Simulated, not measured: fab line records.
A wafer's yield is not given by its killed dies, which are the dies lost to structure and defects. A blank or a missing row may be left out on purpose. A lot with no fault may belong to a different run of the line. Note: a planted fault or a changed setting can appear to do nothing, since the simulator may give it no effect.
fab line records | flow n5Finfet | part 2 of 2: steps 18 to 25 of 25
record: lots: 5 | wafers: 15 | lastDay: 18
route steps=1938 shown HKMG_FIN@440 GATE_CUT@465
lots that met no fault: taken from a fault-free run of the same line
startH: start of the lot's first displayed wafer, in hours after the record's first day | waitH: hours since the lot's step before | " repeats the value in the row above | L1.1+2: a row that stands for several wafers | - value missing, or start not given | * or withheld: withheld | < > ~ a bound
route shown NAME@n: NAME is a module with steps in the file, n the number in the route of the first one | usual: mean/standard deviation taken from wafers without a fault | same: alike in all rows | chamber/n: place in a boat | sites: readings site by site | _std_site: standard deviation across them | _edge_site: the outer-site mean with the inner-site mean subtracted | radiusMm: how far each site lies from the wafer's centre | mask NAME#n: copy n | behind: the most recent tool/chamber to have shaped the wafer | hold: why the lot was held/for how many hours/how that ended | device: the n, p or np transistor that did not switch | end of line: the route-end tests of the same wafers | for a step that has no rows: nothing shown but its recipe | killed: the dies lost at the first sort to structure and to defects; this is not the yield of the wafer | map: the dies of a wafer, with x for killed, . for not killed, _ for no die there
set.NAME: the setting the step ran with; set.NAME@STEP: the setting that earlier step ran with | model.NAME: the simulator's own value behind a step, which no gauge read
lots at some steps of the route; a table a step, a row a wafer
services: when a tool's chamber went out of use (startH, in hours from the record's first day, below 0 if earlier), for how many hours, and the reason
== steps ==
step: N5_HKMG_FIN_ALD_72
recipe: material: W | targetThkA: 20 | tempC: 300 | pressureTorr: 7.5 | aldPrecursorFamily: WF6 | aldCoReactant: B2H6 | pulseTimeS: 1 | purgeTimeS: 2 | coReactantPurgeTimeS: 2 | coReactantPulseTimeS: 3 | aldCycles: 7
usual: heaterPowerW: 486/26 | precursorPulseHeightRel: 1.000/0.021 | susceptorTempC: 299.99/0.19
lot.wafer | tool    | chamber | startH | waitH | heaterPowerW | precursorPulseHeightRel | susceptorTempC
L076.1    | cvdW-01 | 1       | 94.51  | 0.2   | 486          | 0.996                   | 300.18
L076.4    | "       | 0       | "      | "     | 446          | 1.009                   | 299.80
L076.5    | "       | 1       | "      | "     | 491          | 0.961                   | 299.96
L078.2    | cvdW-02 | 0       | 106.50 | 0.2   | 478          | 0.973                   | 299.74
L078.4    | "       | 0       | "      | "     | 475          | 1.034                   | 299.89
L078.5    | "       | 0       | "      | "     | 472          | 1.018                   | 300.08
L082.2    | cvdW-02 | 1       | 129.80 | 0.2   | 504          | 0.984                   | 300.10
L082.4    | "       | 0       | "      | "     | 471          | 0.976                   | 299.63
L082.5    | "       | 1       | "      | "     | 515          | 1.022                   | 300.19
L087.2    | cvdW-02 | 0       | 154.70 | 0.2   | 484          | 1.004                   | 300.19
L087.3    | "       | 0       | "      | "     | 480          | 0.994                   | 299.89
L087.6    | "       | 1       | "      | "     | 509          | 0.975                   | 300.16
L095.1    | cvdW-01 | 1       | 205.90 | 0.2   | 489          | 1.031                   | 299.97
L095.3    | "       | 1       | "      | "     | 481          | 0.960                   | 300.24
L095.6    | "       | 1       | "      | "     | 473          | 1.024                   | 300.35
step: N5_HKMG_FIN_W_FILL_22
recipe: material: W | targetThkA: 600 | tempC: 400 | pressureTorr: 39.4 | timeS: 18.2
usual: heaterPowerW: 867/47 | susceptorTempC: 399.99/0.2 | throttleValvePct: 18.5/0.38
lot.wafer | tool    | chamber | startH | waitH | heaterPowerW | susceptorTempC | throttleValvePct
L076.1    | cvdW-01 | 1       | 94.57  | 0.0   | 871          | 400.23         | 18.9
L076.4    | "       | 0       | "      | "     | 796          | 400.09         | 18.1
L076.5    | "       | 1       | "      | "     | 867          | 400.12         | 18.9
L078.2    | cvdW-02 | 0       | 106.57 | 0.0   | 852          | 400.12         | 17.9
L078.4    | "       | 0       | "      | "     | 852          | 399.97         | 17.9
L078.5    | "       | 0       | "      | "     | 860          | 399.72         | 18.1
L082.2    | cvdW-02 | 1       | 129.86 | 0.0   | 921          | 399.85         | 18.6
L082.4    | "       | 0       | "      | "     | 869          | 400.19         | 18.0
L082.5    | "       | 1       | "      | "     | 934          | 400.00         | 18.8
L087.2    | cvdW-02 | 0       | 154.76 | 0.0   | 843          | 399.79         | 18.3
L087.3    | "       | 0       | "      | "     | 850          | 399.68         | 18.2
L087.6    | "       | 1       | "      | "     | 926          | 399.97         | 18.8
L095.1    | cvdW-01 | 1       | 205.96 | 0.0   | 875          | 400.19         | 18.9
L095.3    | "       | 1       | "      | "     | 879          | 400.20         | 19.2
L095.6    | "       | 1       | "      | "     | 885          | 400.15         | 19.3
step: N5_HKMG_FIN_PRECLEAN_83
recipe: chemistry: DIW | timeS: 57.5 | tempC: 23
lot.wafer  | tool        | chamber | startH | waitH
L076.1+4+5 | wetBench-01 | 0,7,1   | 94.63  | 0.0
L078.2+4+5 | wetBench-01 | 1,0,2   | 106.62 | 0.0
L082.2+4+5 | wetBench-02 | 4,1,0   | 129.92 | 0.0
L087.2+3+6 | wetBench-02 | 3,1,2   | 154.82 | 0.0
L095.1+3+6 | wetBench-02 | 3,4,6   | 206.02 | 0.0
step: N5_HKMG_FIN_SRD_84
recipe: dryTimeS: 32 | dry: n2Spin | spinRpm: 1500
lot.wafer  | tool        | chamber | startH | waitH
L076.1+4+5 | wetBench-01 | 0,7,1   | 94.65  | 0.0
L078.2+4+5 | wetBench-01 | 1,0,2   | 106.64 | 0.0
L082.2+4+5 | wetBench-02 | 4,1,0   | 129.94 | 0.0
L087.2+3+6 | wetBench-02 | 3,1,2   | 154.84 | 0.0
L095.1+3+6 | wetBench-02 | 3,4,6   | 206.04 | 0.0
step: N5_HKMG_FIN_CMP_23
recipe: stopOn: SiNx | tOverpolishS: 10 | postCmpClean: rinseOnly | downForcePsi: 4 | platenRpm: 50.289 | padVelocityMS: 1.0006 | targetThkNm: 46.326
usual: motorCurrentA: 12.0/1.3 | overpolishRunS: 9.99/0.15 | timeToEndpointS: 11.8/2.9
lot.wafer | tool   | chamber | startH | waitH | motorCurrentA | overpolishRunS | timeToEndpointS
L076.1    | cmp-04 | 2       | 94.68  | 0.0   | 11.8          | 10.01          | 11.5
L076.4    | "      | 3       | "      | "     | 11.2          | 10.01          | 11.5
L076.5    | "      | 3       | "      | "     | 11.1          | 10.00          | 10.4
L078.4    | cmp-04 | 1       | 106.83 | 0.2   | 12.0          | 10.01          | 8.6
L078.2    | "      | 2       | "      | "     | 12.8          | 10.00          | 13.3
L078.5    | "      | 0       | "      | "     | 14.7          | 10.01          | 8.7
L082.2    | cmp-04 | 2       | 129.97 | 0.0   | 12.6          | 9.99           | 9.8
L082.4    | "      | 0       | "      | "     | 14.5          | 10.00          | 6.1
L082.5    | "      | 2       | "      | "     | 12.7          | 10.01          | 9.2
L087.3    | cmp-01 | 0       | 155.03 | 0.2   | 10.5          | 9.99           | 9.8
L087.2    | "      | 1       | "      | "     | 10.2          | 9.99           | 12.3
L087.6    | "      | 2       | "      | "     | 12.7          | 10.00          | 12.4
L095.3    | cmp-03 | 2       | 206.15 | 0.1   | 10.7          | 9.99           | 14.9
L095.1    | "      | 3       | "      | "     | 10.3          | 10.00          | 16.2
L095.6    | "      | 2       | "      | "     | 10.9          | 9.99           | 12.5
step: N5_HKMG_FIN_CMP_94
recipe: stopOn: SiNx | postCmpClean: wDiluteNh4oh | tOverpolishS: 4.7 | downForcePsi: 4 | platenRpm: 50.289 | padVelocityMS: 1.0006 | targetThkNm: 43.299
usual: motorCurrentA: 12.0/1.2
lot.wafer | tool   | chamber | startH | waitH | motorCurrentA
L076.1    | cmp-04 | 2       | 95.16  | 0.4   | 12.9
L076.4    | "      | 3       | "      | "     | 11.5
L076.5    | "      | 3       | "      | "     | 11.5
L078.4    | cmp-04 | 1       | 107.21 | 0.3   | 12.3
L078.2    | "      | 2       | "      | "     | 12.6
L078.5    | "      | 0       | "      | "     | 14.5
L082.2    | cmp-04 | 2       | 130.45 | 0.4   | 12.9
L082.4    | "      | 0       | "      | "     | 14.7
L082.5    | "      | 2       | "      | "     | 13.4
L087.3    | cmp-01 | 0       | 155.41 | 0.3   | 10.7
L087.2    | "      | 1       | "      | "     | 10.2
L087.6    | "      | 2       | "      | "     | 12.6
L095.3    | cmp-03 | 2       | 206.58 | 0.3   | 10.8
L095.1    | "      | 3       | "      | "     | 11.0
L095.6    | "      | 2       | "      | "     | 10.8
step: N5_HKMG_FIN_INSPECT_28
recipe: inspectInstrument: darkfield | mode: postCmp
usual: rawDefectCount: 46/21
lot.wafer | tool             | chamber | startH | waitH | rawDefectCount
L076.1    | defectInspect-02 | -       | 95.39  | 0.0   | 51
L076.4    | "                | -       | "      | "     | 98
L076.5    | "                | -       | "      | "     | 58
L078.2    | defectInspect-02 | -       | 107.39 | 0.0   | 36
L078.4    | "                | -       | "      | "     | 47
L078.5    | "                | -       | "      | "     | 46
L082.2    | defectInspect-01 | -       | 130.68 | 0.0   | 25
L082.4    | "                | -       | "      | "     | 35
L082.5    | "                | -       | "      | "     | 26
L087.2    | defectInspect-02 | -       | 155.58 | 0.0   | 45
L087.3    | "                | -       | "      | "     | 82
L087.6    | "                | -       | "      | "     | 43
L095.1    | defectInspect-01 | -       | 206.78 | 0.0   | 25
L095.3    | "                | -       | "      | "     | 38
L095.6    | "                | -       | "      | "     | 25
step: N5_GATE_CUT_ETCHBACK_00
recipe: chemistry: SF6/Cl2 | target: W | pressureMtorr: 8 | icpW: 900 | biasW: 80 | SF6_flow_sccm: 40 | Cl2_flow_sccm: 60
usual: chamberPressureMTorr: 8.000/0.0069 | drypumpMotorCurrentA: 5.6/0.65 | oesProductAu: 0.72/0.089 | throttleValvePct: 27.54/0.25
lot.wafer | tool        | chamber | startH | waitH | chamberPressureMTorr | drypumpMotorCurrentA | oesProductAu | rfHoursCounterH | throttleValvePct
L076.1    | rieMetal-02 | 1       | 95.42  | 0.0   | 7.998                | 5.9                  | 0.67         | 95              | 27.61
L076.4    | "           | 1       | "      | "     | 7.994                | 5.9                  | 0.67         | -               | 27.59
L076.5    | "           | 1       | "      | "     | 8.006                | 5.9                  | 0.67         | -               | 27.60
L078.2    | rieMetal-01 | 0       | 107.42 | 0.0   | 7.994                | 6.7                  | 0.78         | 39              | 27.91
L078.4    | "           | 1       | "      | "     | 8.009                | 5.0                  | 0.63         | -               | 27.47
L078.5    | "           | 0       | "      | "     | 8.006                | 6.7                  | 0.78         | -               | 27.90
L082.2    | rieMetal-02 | 1       | 130.71 | 0.0   | 7.998                | 5.9                  | 0.67         | 97              | 27.60
L082.4    | "           | 1       | "      | "     | 7.994                | 6.0                  | 0.67         | -               | 27.59
L082.5    | "           | 1       | "      | "     | 7.994                | 5.9                  | 0.67         | -               | 27.60
L087.2    | rieMetal-03 | 0       | 155.62 | 0.0   | 8.009                | 5.3                  | 0.63         | 123             | 27.51
L087.3    | "           | 1       | "      | "     | 8.001                | 5.1                  | 0.80         | -               | 27.45
L087.6    | "           | 1       | "      | "     | 8.003                | 5.1                  | 0.78         | -               | 27.46
L095.1    | rieMetal-01 | 1       | 206.81 | 0.0   | 8.011                | 5.1                  | 0.62         | 111             | 27.48
L095.3    | "           | 1       | "      | "     | 7.986                | 5.1                  | 0.62         | -               | 27.47
L095.6    | "           | 1       | "      | "     | 7.998                | 5.1                  | 0.62         | -               | 27.47
== services ==
tool           | chamber | startH | hours | kind
cmp-03         | -       | 67.79  | 2.6   | repair
rieDiel-03     | 0       | 72.76  | 9.1   | repair
rieDiel-06     | -       | 74.08  | 0.7   | repair
cmp-03         | -       | 76.05  | 1.3   | repair
rieMetal-01    | -       | 88.18  | 1.0   | repair
wetBench-02    | -       | 108.35 | 2.2   | repair
cmp-04         | -       | 112.58 | 3.5   | pm
wetBench-02    | -       | 113.50 | 1.1   | repair
plasmaAsher-01 | -       | 116.91 | 6.5   | repair
aldMetal-04    | -       | 119.93 | 0.2   | repair
rieMetal-02    | -       | 121.15 | 4.3   | pm
cvdW-01        | -       | 122.41 | 1.0   | repair
rieMetal-03    | -       | 128.76 | 2.8   | pm
cvdW-01        | -       | 128.87 | 23.9  | repair
aldMetal-04    | 1       | 132.88 | 8.0   | repair
aldMetal-03    | -       | 141.03 | 0.8   | repair
rieDiel-04     | 2       | 142.43 | 9.2   | repair
cvdW-01        | -       | 152.80 | 2.8   | pm
wetBench-02    | -       | 166.05 | 1.9   | pm
rieDiel-04     | 3       | 166.11 | 2.1   | repair
rieMetal-02    | -       | 181.30 | 1.0   | repair
rieDiel-06     | -       | 202.66 | 1.0   | repair
rieMetal-03    | 0       | 205.63 | 1.3   | repair
aldMetal-04    | -       | 206.18 | 28.1  | pm
